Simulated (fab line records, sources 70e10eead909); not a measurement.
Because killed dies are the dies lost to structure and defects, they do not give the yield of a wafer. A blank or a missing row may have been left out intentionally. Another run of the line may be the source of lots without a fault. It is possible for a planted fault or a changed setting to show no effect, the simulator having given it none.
Chamber matching | flow nand-harc | NHARC_A_CONTACT_ETCH_110 on rie-diel-01 has 4 sister chambers
The step etches the open film in CF4/O2, target depth 60 nm, overetch 6 nm, time 33 s. 16 wafers are shown with their chamber, then 8 later ones without.

== EACH WAFER AND ITS CHAMBER ==
wafer  | chamber | drypump-motor-current-A (A) | showerhead-plenum-p-Torr (Torr) | rf-vpp-V (V)
L077.1 | 2       | 6.1                         | 1.43                            | 199.9
L077.2 | 3       | 5.9                         | 1.42                            | 198.6
L077.3 | 0       | 5.7                         | 1.28                            | 194.6
L078.1 | 0       | 5.7                         | 1.27                            | 195.4
L078.4 | 2       | 6.1                         | 1.43                            | 198.7
L078.5 | 1       | 5.4                         | 1.29                            | 196.7
L081.2 | 3       | 5.9                         | 1.42                            | 198.9
L081.3 | 0       | 5.6                         | 1.27                            | 196.5
L081.6 | 0       | 5.7                         | 1.27                            | 196.5
L082.2 | 3       | 5.9                         | 1.42                            | 199.1
L082.5 | 2       | 6.1                         | 1.43                            | 197.6
L082.6 | 1       | 5.4                         | 1.29                            | 197.6
L087.2 | 2       | 6.1                         | 1.42                            | 199.3
L087.3 | 3       | 5.9                         | 1.41                            | 200.6
L087.4 | 0       | 5.6                         | 1.27                            | 196.0
L089.1 | 1       | 5.4                         | 1.28                            | 196.7

SIGNATURES (averages over the wafers above)
reading                  | chamber 0 | chamber 1 | chamber 2 | chamber 3 | scatter within a chamber
drypump-motor-current-A  | 5.660     | 5.400     | 6.100     | 5.900     | 0.0316
showerhead-plenum-p-Torr | 1.2720    | 1.2867    | 1.4275    | 1.4175    | 0.00497
rf-vpp-V                 | 195.800   | 197.000   | 198.875   | 199.300   | 0.838
Rule: a wafer's distance from a chamber is the root of the sum, over the readings, of the square of ((its reading less the chamber's mean) divided by the reading's scatter). The wafer belongs to the nearest chamber; if the next one is less than 2 further off, it can't be placed. The scatter: take each reading less its chamber's mean, square it, sum over the shown wafers, divide by the number of wafers less the number of chambers, and take the root.

== WAFERS WITH NO CHAMBER GIVEN ==
wafer  | drypump-motor-current-A (A) | showerhead-plenum-p-Torr (Torr) | rf-vpp-V (V)
L089.2 | 6.1                         | 1.42                            | 199.5
L089.4 | 5.9                         | 1.41                            | 198.6
L090.2 | 5.9                         | 1.41                            | 200.2
L090.3 | 6.1                         | 1.42                            | 198.8
L090.6 | 6.1                         | 1.42                            | 200.3
L096.3 | 5.9                         | 1.41                            | 200.2
L096.4 | 6.1                         | 1.42                            | 199.8
L096.5 | 5.9                         | 1.41                            | 198.0

== EACH ONE'S CHAMBER ==
wafer  | from the rows above | in truth
L089.2 | 2                   | 2
L089.4 | 3                   | 3
L090.2 | 3                   | 3
L090.3 | 2                   | 2
L090.6 | 2                   | 2
L096.3 | 3                   | 3
L096.4 | 2                   | 2
L096.5 | 3                   | 3
Correct placement for 8 of the 8. Number that these rows cannot place: 0. Number placed wrongly: 0.
